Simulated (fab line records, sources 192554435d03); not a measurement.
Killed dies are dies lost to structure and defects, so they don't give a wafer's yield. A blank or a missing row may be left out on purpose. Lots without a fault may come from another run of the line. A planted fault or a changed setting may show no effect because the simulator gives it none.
fab line records | flow n5_finfet
record lots=5 wafers=15 last_day=17
route steps=1938 shown BEOL_M8@1338 PASSIVATION@1936
lots that met no fault: from a run of the same line without faults
start_h: hours from the record's first day to the start of the lot's first wafer shown | wait_h: hours since the lot's step before | " the same as in the row above | L1.1+2: a row that stands for several wafers | - no value, or no start given | * or withheld: withheld | < > ~ a bound
route shown NAME@n: a module of which the file shows steps, and the number in the route of the first | usual: mean/standard deviation of fault-free wafers | same: alike in all rows | chamber/n: place in a boat | sites: the reading at each site | _std_site: their standard deviation | _edge_site: outer sites' mean less inner sites' | radius_mm: how far each site lies from the wafer's centre | mask NAME#n: copy n | behind: the tool/chamber that last shaped the wafer | hold: why the lot was held/for how many hours/how that ended | device: the transistor (n, p or np) that didn't switch | end of line: the same wafers' tests at the end of the route | a step without rows: its recipe alone | killed: dies lost to structure and defects at the first sort, not the wafer's yield | map: a wafer's dies, x killed, . not, _ none there
set.NAME: the setting as run; set.NAME@STEP: as run at that earlier step | model.NAME: the simulator's own value behind a step, which no gauge read
lots at some steps of the route; a table a step, a row a wafer
services: from which hour (start_h, from the record's first day; less than 0 if before it) a tool's chamber was out of use, for how many hours, and why
## steps
# step N5_BEOL_M8_COAT_60
# recipe resist=SiARC temp_c=220 time_s=60 spin_rpm=1500 resist_thk_nm=35
# step N5_BEOL_M8_COAT_05
# recipe resist=CAR-ArF spin_rpm=1500 resist_thk_nm=90
# step N5_BEOL_M8_EBR_07
# recipe solvent=PGMEA ebr_width_mm=1.5
# step N5_BEOL_M8_SOFTBAKE_06
# recipe temp_c=110 time_s=60 resist=CAR-ArF
# step N5_BEOL_M8_EXPOSE_08
# recipe mask_id=M8 na=1.35 source_shape=dipole sigma_inner=0.817 sigma_outer=0.97 polarization=te dose_mj=68.25
# step N5_BEOL_M8_PEB_09
# recipe peb_temp_c=withheld peb_time_s=60 resist=CAR-ArF
# step N5_BEOL_M8_DEVELOP_10
# recipe develop_time_s=30 developer=TMAH resist=CAR-ArF rinse_liquid=diw dry=air_spin dev_temp_c=23
# step N5_BEOL_M8_CD_MEAS_11
# recipe target_cd_nm=38.5 landing_energy_ev=500 detector=se_inlens polarity=opening
# usual cd_nm=38.3/0.5
# columns lot.wafer tool chamber start_h wait_h cd_nm
L340.1 cd_sem-03 0 219.26 - 37.9
L340.2 " 0 " " 38.5
L340.3 " 0 " " 38.1
L351.3 cd_sem-02 0 276.55 - 39.0
L351.4 " 0 " " 38.2
L351.5 " 0 " " 38.8
L356.1 cd_sem-01 0 306.42 - 38.9
L356.5 " 0 " " 37.8
L356.6 " 0 " " 38.2
L357.1 cd_sem-02 0 317.03 - 39.2
L357.2 " 0 " " 38.4
L357.4 " 0 " " 38.4
L361.1 cd_sem-02 0 338.75 - 37.9
L361.4 " 0 " " 38.3
L361.6 " 0 " " 36.8
# step N5_BEOL_M8_OVL_MEAS_12
# recipe points_per_wafer=44
# usual M8_OVL=0.2/0.65
# columns lot.wafer tool chamber start_h wait_h M8_OVL[nm]
L340.1 overlay-01 0 219.29 0.0 0.5
L340.2 " 0 " " 0.3
L340.3 " 0 " " 0.4
L351.3 overlay-02 0 276.59 0.0 0.3
L351.4 " 0 " " 0.0
L351.5 " 0 " " 0.1
L356.1 overlay-01 0 306.45 0.0 -0.3
L356.5 " 0 " " 0.4
L356.6 " 0 " " 0.1
L357.1 overlay-02 0 317.06 0.0 0.1
L357.2 " 0 " " 0.9
L357.4 " 0 " " 0.6
L361.1 overlay-01 0 338.78 0.0 0.8
L361.4 " 0 " " 1.4
L361.6 " 0 " " 0.1
# step N5_BEOL_M8_INSPECT_13
# recipe mode=adi inspect_instrument=brightfield
# usual raw_defect_count=389/90
# columns lot.wafer tool chamber start_h wait_h raw_defect_count
L340.1 defect_inspect-01 - 219.31 0.0 316
L340.2 " - " " 348
L340.3 " - " " 297
L351.3 defect_inspect-01 - 276.62 0.0 337
L351.4 " - " " 467
L351.5 " - " " 299
L356.1 defect_inspect-01 - 306.48 0.0 402
L356.5 " - " " 298
L356.6 " - " " 440
L357.1 defect_inspect-02 - 317.08 0.0 471
L357.2 " - " " 434
L357.4 " - " " 465
L361.1 defect_inspect-02 - 338.80 0.0 431
L361.4 " - " " 302
L361.6 " - " " 346
# step N5_BEOL_M8_DESCUM_16
# recipe chemistry=O2 time_s=7.9 source_power_w=50 bias_power_w=20 pressure_mtorr=20 rf_frequency_hz=2.712e+07 temp_c=40 resist=CAR-ArF o2_flow_sccm=225
# usual drypump_motor_current_A=5.5/0.51 o2_flow_sccm=224.9/0.65 oes_product_au=0.80/0.086 rf_vpp_V=243.6/1.5 showerhead_plenum_p_Torr=2.12/0.079 throttle_valve_pct=20.34/0.18
# columns lot.wafer tool chamber start_h wait_h drypump_motor_current_A o2_flow_sccm oes_product_au rf_hours_counter_h rf_vpp_V showerhead_plenum_p_Torr throttle_valve_pct
L340.1 rie_diel-02 2 219.95 0.6 5.9 225.3 0.68 238 242.3 1.97 20.65
L340.2 " 0 " " 5.3 224.5 0.72 198 242.8 2.07 20.24
L340.3 " 3 " " 5.7 225.2 0.66 248 243.8 2.15 20.29
L351.3 rie_diel-02 2 276.82 0.2 5.9 224.4 1.00 1 245.4 2.23 20.34
L351.4 " 0 " " 5.3 224.4 0.70 228 242.7 2.06 20.29
L351.5 " 2 " " 5.9 225.1 1.01 - 246.0 2.23 20.35
L356.1 rie_diel-01 1 306.51 0.0 5.3 225.9 0.90 25 244.2 2.06 20.38
L356.5 " 2 " " 6.4 224.4 0.83 - 245.8 2.21 20.39
L356.6 " 3 " " 4.9 224.3 0.82 - 245.0 2.20 20.25
L357.1 rie_diel-01 0 317.11 0.0 4.9 224.0 0.71 237 241.7 2.08 20.66
L357.2 " 3 " " 4.9 224.9 0.81 99 246.2 2.20 20.27
L357.4 " 1 " " 5.3 224.9 0.89 28 242.9 2.05 20.36
L361.1 rie_diel-01 0 339.10 0.3 4.9 225.0 0.70 245 242.9 2.07 20.70
L361.4 " 3 " " 4.9 223.9 0.80 108 245.6 2.20 20.28
L361.6 " 0 " " 4.9 224.8 0.69 - 241.8 2.07 20.70
# step N5_BEOL_M8_ETCH_61
# recipe chemistry=CF4 target=SiARC target_depth_a=455 mask_material=CAR-ArF time_s=75.8 ion_energy_ev=80 pressure_mtorr=40 source_w=545 bias_w=36 Ar_flow_sccm=100 cf4_flow_sccm=100 ends=cleared
# usual bias_w=36.02/0.11 drypump_motor_current_A=5.5/0.52 etch_rf_on_time_s=75.9/1.8 oes_product_au=0.68/0.073 rf_vpp_V=184.4/1.2 showerhead_plenum_p_Torr=2.17/0.074 throttle_valve_pct=15.53/0.17
# columns lot.wafer tool chamber start_h wait_h bias_w drypump_motor_current_A etch_rf_on_time_s oes_product_au rf_hours_counter_h rf_vpp_V showerhead_plenum_p_Torr throttle_valve_pct
L340.1 rie_diel-02 2 219.98 0.0 35.97 5.9 77.6 0.58 238 182.0 2.03 15.97
L340.2 " 0 " " 36.26 5.3 73.3 0.63 198 182.6 2.14 15.60
L340.3 " 3 " " 35.96 5.7 76.2 0.58 248 183.8 2.21 15.61
L351.3 rie_diel-02 2 276.86 0.0 35.99 5.9 74.4 0.85 1 184.3 2.28 15.51
L351.4 " 0 " " 36.00 5.3 73.1 0.62 228 184.3 2.13 15.68
L351.5 " 2 " " 35.98 5.9 74.3 0.85 - 187.2 2.28 15.52
L356.1 rie_diel-01 1 306.55 0.0 36.00 5.3 75.9 0.76 25 184.0 2.10 15.46
L356.5 " 2 " " 36.20 6.4 76.2 0.70 - 184.7 2.26 15.51
L356.6 " 3 " " 36.05 4.9 75.8 0.69 - 185.2 2.24 15.40
L357.1 rie_diel-01 0 317.15 0.0 35.99 4.9 80.0 0.58 237 182.3 2.11 15.77
L357.2 " 3 " " 35.99 4.9 75.6 0.68 99 185.3 2.24 15.40
L357.4 " 1 " " 36.10 5.3 75.7 0.76 28 182.5 2.10 15.44
L361.1 rie_diel-01 0 339.13 0.0 35.75 4.9 79.0 0.58 245 185.1 2.11 15.80
L361.4 " 3 " " 36.13 4.9 75.5 0.67 108 185.8 2.24 15.41
L361.6 " 0 " " 35.75 4.9 79.3 0.57 - 185.0 2.11 15.80
# step N5_BEOL_M8_ETCH_62
# recipe chemistry=N2/H2 target=SOC target_depth_a=1100 overetch_a=220 mask_material=SiARC temp_c=40 time_s=165 ion_energy_ev=200 pressure_mtorr=30 source_w=840 bias_w=150 n2_flow_sccm=200 h2_flow_sccm=200
# usual bias_w=150.0/0.42 drypump_motor_current_A=5.5/0.52 oes_product_au=0.68/0.068 rf_vpp_V=524.6/2.7 showerhead_plenum_p_Torr=2.57/0.1 throttle_valve_pct=17.76/0.14
# columns lot.wafer tool chamber start_h wait_h bias_w drypump_motor_current_A oes_product_au rf_hours_counter_h rf_vpp_V showerhead_plenum_p_Torr throttle_valve_pct model.SiARC_of_BEOL_M8_COAT_60.thk_nm
L340.1 rie_diel-02 2 220.04 0.0 149.7 5.9 0.58 238 520.5 2.40 18.23 28.8
L340.2 " 0 " " 149.2 5.3 0.61 198 524.0 2.51 17.69 28.2
L340.3 " 3 " " 149.9 5.7 0.58 248 526.5 2.62 17.90 28.4
L351.3 rie_diel-02 2 276.91 0.0 142.9 5.9 0.84 1 512.0 2.72 17.84 29
L351.4 " 0 " " 150.7 5.3 0.59 228 524.3 2.50 17.77 28.4
L351.5 " 2 " " 142.6 5.9 0.84 - 511.9 2.72 17.84 29
L356.1 rie_diel-01 1 306.60 0.0 149.7 5.3 0.75 25 522.1 2.49 17.65 28.4
L356.5 " 2 " " 150.1 6.4 0.69 - 528.4 2.69 17.87 28.4
L356.6 " 3 " " 150.3 4.9 0.68 - 526.0 2.68 17.69 28.6
L357.1 rie_diel-01 0 317.21 0.0 150.2 5.0 0.60 237 524.2 2.48 17.91 28.6
L357.2 " 3 " " 149.5 4.9 0.68 99 527.6 2.68 17.69 28.4
L357.4 " 1 " " 150.0 5.3 0.74 28 521.9 2.49 17.67 28.4
L361.1 rie_diel-01 0 339.19 0.0 149.9 4.9 0.59 245 522.5 2.48 17.92 28.6
L361.4 " 3 " " 150.1 4.9 0.67 108 527.0 2.68 17.71 28.4
L361.6 " 0 " " 149.8 4.9 0.59 - 521.5 2.48 17.91 28.4
# step N5_BEOL_M8_STRIP_68
# recipe chemistry=N2/H2 temp_c=40 n2_flow_sccm=200 h2_flow_sccm=200 rf_frequency_hz=6e+07
# step N5_PASSIVATION_PROBE_49
# usual defect_limited_yield=91.1/1.4 killed_at_M0_to_M3=32/9.3 killed_at_M4_up=13/5.8 killed_at_contacts=12/6.3 killed_at_front_end=44/12 killed_at_other=3.6/2.7 killed_dies=104/17 killed_open=69/13 killed_short=34/6.9 sort_bin_4_leakage=0.00/0.031 sort_bin_5_function=5.2/0.98 sort_bin_6_memory=3.3/0.59 sort_n_pass=1075/17 sort_yield_pct=91.1/1.4
# same gross_dies=1180 killed_at_back_side=0 sort_bin_8_speed[%]=0
# columns lot.wafer tool chamber start_h wait_h defect_limited_yield[%] killed_at_M0_to_M3 killed_at_M4_up killed_at_contacts killed_at_front_end killed_at_other killed_dies killed_open killed_short sort_bin_4_leakage[%] sort_bin_5_function[%] sort_bin_6_memory[%] sort_n_pass sort_yield_pct[%]
L340.1 prober-01 - 287.94 0.0 89.7 36 16 8 55 6 121 86 34 0 5.6 4.4 1059 89.7
L340.2 prober-01 - 287.99 0.1 88.8 45 15 13 54 5 132 80 50 0 6.8 3.7 1048 88.8
L340.3 prober-01 - 288.04 0.1 90.3 39 9 9 53 4 114 65 49 0 4.8 4.6 1066 90.3
L351.3 prober-02 - 351.38 0.1 91.9 36 9 6 41 3 95 65 30 0 4.1 3.6 1085 91.9
L351.4 prober-02 - 351.43 0.2 91.8 38 3 12 44 0 97 61 36 0 5.8 2.1 1083 91.8
L351.5 prober-02 - 351.48 0.2 92.3 27 9 13 38 4 91 56 34 0 4.7 2.8 1089 92.3
L356.6 prober-02 - 376.43 0.3 89.9 45 7 8 56 3 119 73 46 0 5.5 4.2 1061 89.9
L361.1 prober-02 - 408.54 0.0 92.1 31 5 10 45 2 93 62 29 0 4.9 2.6 1087 92.1
L361.4 prober-02 - 408.69 0.2 91.4 46 12 8 33 3 102 74 26 0 5.2 3.3 1078 91.4
L361.6 prober-02 - 408.79 0.3 90.8 41 8 8 47 4 108 61 37 0 5.4 3.1 1072 90.8
# killed by level:class
L340.1 FIN_SAQP:geometric_particle:open=20 STI_FIN_REVEAL:geometric_particle:open=12 BEOL_M1:geometric_particle:open=10 BEOL_M0:geometric_particle:open=10 FIN_SAQP:geometric_particle:short=8 BEOL_M4:geometric_particle:open=7 MOL_CONTACT_COAG:geometric_particle:open=6 GATE_CUT:geometric_particle:short=5
L340.2 FIN_SAQP:geometric_particle:short=19 FIN_SAQP:geometric_particle:open=11 MOL_CONTACT_COAG:geometric_particle:open=11 BEOL_M0_SAQP:geometric_particle:open=9 BEOL_M0_SAQP:geometric_particle:short=8 BEOL_M1:geometric_particle:open=8 BEOL_M2:geometric_particle:open=8 STI_FIN_REVEAL:geometric_particle:open=6
L340.3 FIN_SAQP:geometric_particle:short=20 FIN_SAQP:geometric_particle:open=15 BEOL_M1:geometric_particle:open=10 BEOL_M0_SAQP:geometric_particle:short=7 MOL_CONTACT_COAG:geometric_particle:open=7 BEOL_M2:geometric_particle:short=7 STI_FIN_REVEAL:geometric_particle:open=6 BEOL_M0_SAQP:geometric_particle:open=6
L351.3 BEOL_M0_SAQP:geometric_particle:open=15 FIN_SAQP:geometric_particle:open=14 BEOL_M3:geometric_particle:open=9 FIN_SAQP:geometric_particle:short=7 DUMMY_GATE:geometric_particle:open=7 MOL_CONTACT_COAG:geometric_particle:open=6 BEOL_M0_SAQP:geometric_particle:short=6 DUMMY_GATE:geometric_particle:short=3
L351.4 FIN_SAQP:geometric_particle:short=14 MOL_CONTACT_COAG:geometric_particle:open=11 FIN_SAQP:geometric_particle:open=10 BEOL_M3:geometric_particle:open=8 BEOL_M0_SAQP:geometric_particle:open=8 DUMMY_GATE:geometric_particle:open=7 BEOL_M0_SAQP:geometric_particle:short=7 BEOL_M1:geometric_particle:open=5
L351.5 MOL_CONTACT_COAG:geometric_particle:open=13 FIN_SAQP:geometric_particle:open=12 FIN_SAQP:geometric_particle:short=9 GATE_CUT:geometric_particle:short=5 BEOL_M1:geometric_particle:short=5 BEOL_M1:geometric_particle:open=4 STARTING-WAFER:geometric_particle:open=4 DUMMY_GATE:geometric_particle:open=3
L356.6 BEOL_M0_SAQP:geometric_particle:short=14 STI_FIN_REVEAL:geometric_particle:open=13 BEOL_M2:geometric_particle:open=12 FIN_SAQP:geometric_particle:short=9 DUMMY_GATE:geometric_particle:open=8 MOL_CONTACT_COAG:geometric_particle:open=8 DUMMY_GATE:geometric_particle:short=6 FIN_SAQP:geometric_particle:open=5
L361.1 STI_FIN_REVEAL:geometric_particle:open=13 FIN_SAQP:geometric_particle:open=12 BEOL_M0_SAQP:geometric_particle:short=9 FIN_SAQP:geometric_particle:short=8 BEOL_M0_SAQP:geometric_particle:open=8 BEOL_M2:geometric_particle:open=8 MOL_CONTACT_COAG:geometric_particle:open=7 MOL_CONTACT_COAG:geometric_particle:short=3
L361.4 BEOL_M2:geometric_particle:open=14 BEOL_M0_SAQP:geometric_particle:open=12 FIN_SAQP:geometric_particle:short=9 BEOL_M4:geometric_particle:open=9 FIN_SAQP:geometric_particle:open=8 MOL_CONTACT_COAG:geometric_particle:open=8 BEOL_M0_SAQP:geometric_particle:short=8 STI_FIN_REVEAL:geometric_particle:open=4
L361.6 FIN_SAQP:geometric_particle:open=11 BEOL_M0_SAQP:geometric_particle:short=10 BEOL_M0_SAQP:geometric_particle:open=8 STI_FIN_REVEAL:geometric_particle:open=7 BEOL_M2:geometric_particle:open=7 BEOL_M1:geometric_particle:open=6 FIN_SAQP:geometric_particle:short=5 HKMG_FIN:area_etch=5
## services
# columns tool chamber start_h hours kind
rie_diel-01 - 218.42 14.6 pm
rie_diel-02 3 223.86 - clean
rie_diel-02 3 223.86 - consumable_replace:focus_ring
rie_diel-02 3 223.86 20.6 scheduled_down
rie_diel-02 3 223.86 20.6 vent_cycle
rie_diel-02 2 244.49 - clean
rie_diel-02 2 244.49 - consumable_replace:focus_ring
rie_diel-02 2 244.49 - consumable_replace:showerhead
rie_diel-02 2 244.49 30.8 scheduled_down
rie_diel-02 2 244.49 30.8 vent_cycle
rie_diel-02 1 300.39 15.4 repair
rie_diel-02 3 305.25 2.1 repair
rie_diel-02 0 338.41 - clean
rie_diel-02 0 338.41 - consumable_replace:focus_ring
rie_diel-02 0 338.41 14.4 scheduled_down
rie_diel-02 0 338.41 14.4 vent_cycle
## key
first_sign step=N5_BEOL_M8_ETCH_62 reading=bias_w direction=down sigmas=17 usual=* struck=*
effect step=N5_BEOL_M8_ETCH_62 reading=rf_vpp_V direction=down sigmas=4.7 usual=524.6 struck=512.0
model_effect step=N5_BEOL_M8_ETCH_62 value=SiARC_of_BEOL_M8_COAT_60.thk_nm without=28.6 struck=29
met_at N5_BEOL_M8_ETCH_62
struck_wafers L351.3,L351.5
onset_between 220.04 276.91
fault kind=process_parameter_drift tool=rie_diel-02 chamber=2 onset_h=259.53 steps=N5_BEOL_M8_ETCH_62 channel=bias_w offset=* shape=step end_h=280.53 acts_in=* stated=*
